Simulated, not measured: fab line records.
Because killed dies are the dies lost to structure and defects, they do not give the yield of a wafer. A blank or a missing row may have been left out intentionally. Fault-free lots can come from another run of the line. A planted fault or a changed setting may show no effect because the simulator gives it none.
Comparing a struck lot with a sound one :: flow nand-harc :: 40 out of 1302 route steps
Sound: the wafers L714.1, L714.4, L714.5. The struck wafers were L727.1, L727.2, L727.5. The cause comes at the end.
Order at every step that has rows: each side's tool, ch and its chambers, its first start. Under that, the readings that differ: sound wafers :: struck wafers :: difference of the means :: sigmas: that difference in standard deviations of wafers without a fault.
alike: a reading whose means differ by less than 2 such deviations, as well as words and numbers matching on both sides. not compared: withheld readings; readings where some wafer has no value; bounds like >300 that might hide an equal value; numbers whose values overlap and for which the record gives no deviation.
The two part at a step that has a row with sigmas, a row that says differs or no value, or rows on one side only. Numbers that have no deviation but don't overlap get no sigmas and don't part them. A reading missing from all wafers of one side parts the sides only when that side holds two or more wafers.

first, 4 steps without rows for these wafers: NHARC_A_DECK1_JOINT_CURE_26 (time 32 s); NHARC_A_DECK1_JOINT_ANNEAL_27 (time 3600 s); NHARC_A_DECK1_JOINT_ANNEAL_28 (time 1800 s); NHARC_A_DECK1_JOINT_ANNEAL_29 (time 1800 s).
NHARC_A_DECK1_JOINT_CMP_02: polishes SiOx.
  sound on cmp-04 ch 0,1,3, day 12 20:46; struck on cmp-03 ch 1,2, day 18 12:37
  alike: motor-current-A
next, for these wafers, 1 step has no rows: NHARC_A_DECK1_JOINT_SRD_15.
NHARC_A_DECK1_JOINT_DEP_16: deposits SiO2, target thk 45 nm.
  sound on pecvd-03 ch 0,1,2, day 12 21:06; struck on pecvd-03 ch 0,2, day 18 13:02
  alike: heater-power-w, throttle-valve-pct
NHARC_A_DECK1_JOINT_THK_MEAS_17: measures by ellipsometry.
  sound: film-metro-01 at day 12 21:23; struck: film-metro-02 at day 18 13:17
  alike: thk-nm
NHARC_A_DECK1_JOINT_INSPECT_05:
  sound: defect-inspect-01 at day 12 21:25; struck: defect-inspect-02 at day 18 13:19
  alike: raw-defect-count
then, no rows for these wafers at 1 step: NHARC_A_ONON_D2_DEP_00 (target thk 1000 nm).
NHARC_A_ONON_D2_THK_MEAS_02: measures by ellipsometry.
  sound: film-metro-02 at day 12 21:59; struck: film-metro-01 at day 18 13:54
reading: thk-nm (nm)
sound: 1013 1011 1012
struck: 992 991 989
difference: -21
sigmas: -2
NHARC_A_ONON_D2_DEP_03: target thk 1000 nm.
  sound on pecvd-onon-01 ch 0, day 12 22:03; struck on pecvd-onon-02 ch 0, day 18 13:57
NHARC_A_ONON_D2_THK_MEAS_05: measures by ellipsometry.
  sound: film-metro-01 at day 12 22:34; struck: film-metro-01 at day 18 14:28
  alike: thk-nm
then, no rows for these wafers at 1 step: NHARC_A_ONON_D2_DEP_06 (target thk 1000 nm).
NHARC_A_ONON_D2_THK_MEAS_08: measures by ellipsometry.
  sound: film-metro-01 at day 12 23:07; struck: film-metro-01 at day 18 15:02
  alike: thk-nm
then, no rows for these wafers at 1 step: NHARC_A_ONON_D2_DEP_09 (target thk 1000 nm).
NHARC_A_ONON_D2_THK_MEAS_11: measures by ellipsometry.
  sound: film-metro-02 at day 12 23:41; struck: film-metro-01 at day 18 15:36
  alike: thk-nm
then, no rows for these wafers at 1 step: NHARC_A_ONON_D2_DEP_12 (target thk 1000 nm).
NHARC_A_ONON_D2_THK_MEAS_14: measures by ellipsometry.
  sound: film-metro-01 at day 13 00:46; struck: film-metro-02 at day 18 16:10
  alike: thk-nm
then, 2 steps without rows for these wafers: NHARC_A_ONON_D2_ANNEAL_15 (time 3600 s); NHARC_A_ONON_D2_DEP_16 (target thk 1000 nm).
NHARC_A_ONON_D2_THK_MEAS_18: measures by ellipsometry.
  sound: film-metro-02 at day 13 07:59; struck: film-metro-02 at day 18 23:49
reading: thk-nm (nm)
sound: 1017 1018 1016
struck: 994 993 991
difference: -24
sigmas: -3
then, no rows for these wafers at 1 step: NHARC_A_ONON_D2_DEP_19 (target thk 1000 nm).
NHARC_A_ONON_D2_THK_MEAS_21: measures by ellipsometry.
  sound: film-metro-02 at day 13 08:33; struck: film-metro-01 at day 19 00:23
reading: thk-nm (nm)
sound: 979 979 978
struck: 1001 1001 1001
difference: +22
sigmas: +2
then, no rows for these wafers at 1 step: NHARC_A_ONON_D2_DEP_22 (target thk 1000 nm).
NHARC_A_ONON_D2_THK_MEAS_24: measures by ellipsometry.
  sound: film-metro-02 at day 13 09:07; struck: film-metro-01 at day 19 00:59
  alike: thk-nm
then, no rows for these wafers at 1 step: NHARC_A_ONON_D2_DEP_25 (target thk 1000 nm).
NHARC_A_ONON_D2_THK_MEAS_27: measures by ellipsometry.
  sound: film-metro-01 at day 13 09:40; struck: film-metro-01 at day 19 01:33
reading: thk-nm (nm)
sound: 1005 1006 1005
struck: 987 986 987
difference: -19
sigmas: -2
then, no rows for these wafers at 1 step: NHARC_A_ONON_D2_DEP_28 (target thk 1000 nm).
NHARC_A_ONON_D2_THK_MEAS_30: measures by ellipsometry.
  sound: film-metro-02 at day 13 10:14; struck: film-metro-02 at day 19 02:07
  alike: thk-nm
NHARC_A_ONON_D2_DEP_33: deposits SiO2, target thk 200 nm.
  sound on pecvd-02 ch 0,1, day 13 10:20; struck on pecvd-04 ch 0,1, day 19 02:16
  alike: heater-power-w, throttle-valve-pct
NHARC_A_ONON_D2_THK_MEAS_34: measures by ellipsometry.
  sound: film-metro-02 at day 13 10:43; struck: film-metro-01 at day 19 02:41
reading: thk-nm (nm)
sound: 201.1 203.2 206.4
struck: 198.6 197.0 199.8
difference: -5.1
sigmas: -2
NHARC_A_CHANNEL_HOLE_D2_DEP_00: deposits aC, target thk 3100 nm.
  sound on acl-dep-02 ch 0, day 13 20:44; struck on acl-dep-01 ch 0, day 19 02:49
reading: throttle-valve-pct (%)
sound: 34.987 34.986 34.998
struck: 35.007 35.018 35.004
difference: +0.019
sigmas: +2
NHARC_A_CHANNEL_HOLE_D2_DEP_01: deposits SiON, target thk 140 nm.
  sound on pecvd-01 ch 0,2, day 13 22:40; struck on pecvd-03 ch 0,2, day 19 04:43
  alike: heater-power-w
then, 5 steps without rows for these wafers: NHARC_A_CHANNEL_HOLE_D2_DEHYDRATE_02 (time 120 s); NHARC_A_CHANNEL_HOLE_D2_HMDS_03 (time 30 s); NHARC_A_CHANNEL_HOLE_D2_COAT_36 (time 75 s); NHARC_A_CHANNEL_HOLE_D2_COAT_37 (time 65 s); NHARC_A_CHANNEL_HOLE_D2_COAT_04 (resist thk 90 nm).
-- break in the record here, with 11 days between the starts of the struck wafers on either side (left off in module A_CHANNEL_HOLE_D2, picked up again in module END, where the first step shown is number 1302 on the route) --
NHARC_END_SORT_01:
  here the record holds rows for the struck wafers (prober-01 ch 0, day 30 15:38) but none for the sound ones

== WHERE THEY PART ==
Last at NHARC_END_SORT_01 as far as this record goes, first at NHARC_A_ONON_D2_THK_MEAS_02.

WHY: whatever the simulator had introduced
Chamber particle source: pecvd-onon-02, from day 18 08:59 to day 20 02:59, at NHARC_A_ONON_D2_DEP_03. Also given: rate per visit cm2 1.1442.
